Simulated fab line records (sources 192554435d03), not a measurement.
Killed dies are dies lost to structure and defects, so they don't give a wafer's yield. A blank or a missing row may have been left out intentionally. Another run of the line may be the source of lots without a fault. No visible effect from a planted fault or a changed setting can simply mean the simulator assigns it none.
One fault seen from 2 desks    flow n5_finfet    each desk holds nothing but its own numbers, with what lay behind them at the end

== AT THE METROLOGY DESK ==
What the gauges read for every lot (on any tool): the sampled wafers with a number, averaged. Marked OUT: a lot whose mean sits more than 4 standard deviations from the usual mean, which makes it out of limits; the brackets give that distance. It has 10 readings; the 7 that lie furthest out on some lot are the ones shown.
Columns: A = DIBL_P at N5_BEOL_M4_RC_MEAS_101, usual 36.2 mV/V; B = IOFF_P at N5_BEOL_M4_RC_MEAS_101, usual 0.21 nA/um; C = ION_N at N5_BEOL_M4_RC_MEAS_101, usual 675 uA/um; D = ION_P at N5_BEOL_M4_RC_MEAS_101, usual 463 uA/um; E = SS_N at N5_BEOL_M4_RC_MEAS_101, usual 71.4 mV/dec; F = SS_P at N5_BEOL_M4_RC_MEAS_101, usual 73.2 mV/dec; G = VT_P at N5_BEOL_M4_RC_MEAS_101, usual -251 mV
lot   first seen here  A     B     C    D    E     F     G
L749  day 9 00:48      35.5  0.26  670  471  71.0  73.5  -243
L750  day 9 05:26      36.8  0.23  686  469  72.2  73.6  -248
L752  day 11 04:26     34.3  0.18  673  459  70.7  72.9  -254
L754  day 11 22:34     38.7  0.20  681  463  71.4  73.6  -251
L755  day 12 00:50     36.2  0.19  673  462  71.3  72.7  -251
L756  day 12 05:21     36.4  0.19  668  455  71.7  73.0  -253
L751  day 13 19:13     37.6  0.23  678  466  71.9  73.6  -251
L769  day 15 06:22     37.1  0.20  675  461  71.4  72.8  -250
L772  day 15 11:02     37.1  0.22  673  461  71.7  73.2  -251
This desk found nothing out of limits on any of the 9 lots.

== DESK OF THE TOOL OWNER: cmp-02 ==
The tool's own readings at N5_ILD0_CMP_03 (polishes, stops on SiNx, t overpolish 1.9 s, target thk 197.38 nm): means of the sampled wafers that have a number, for each lot that ran on this tool. Marked OUT: a lot whose mean sits more than 4 standard deviations from the usual mean, which makes it out of limits; the brackets give that distance.
Columns: A = motor_current_A at N5_ILD0_CMP_03, usual 12.5 A; B = overpolish_run_s at N5_ILD0_CMP_03, usual 1.900 s; C = time_to_endpoint_s at N5_ILD0_CMP_03, usual 70 s
lot   first seen here  A     B      C
L752  day 4 15:54      13.7  1.892  72
L754  day 5 02:17      13.0  1.904  74
L756  day 5 08:29      12.5  1.890  75
L769  day 8 15:38      12.9  1.894  114 (+11) OUT
This desk finds L769 out of limits, L769 being first, at day 8 15:38 (time_to_endpoint_s at N5_ILD0_CMP_03). Within limits: L752, L754, L756.

== BROUGHT TOGETHER ==
An alarm could have come from the tool owner's desk at day 8 15:38, on L769.
The metrology desk saw nothing out of limits.
The metrology desk has L769 on record, within its limits.
Of the lots named, all ran N5_ILD0_CMP_03 on cmp-02.

== WHAT HAD BEEN PUT IN BY THE SIMULATOR ==
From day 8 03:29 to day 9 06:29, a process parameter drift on cmp-02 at N5_ILD0_CMP_03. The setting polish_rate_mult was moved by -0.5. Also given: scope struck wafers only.
Lots struck among those shown: L769.
Each desk's first reading out of limits, in hours after the fault started: the tool owner's desk, 12.
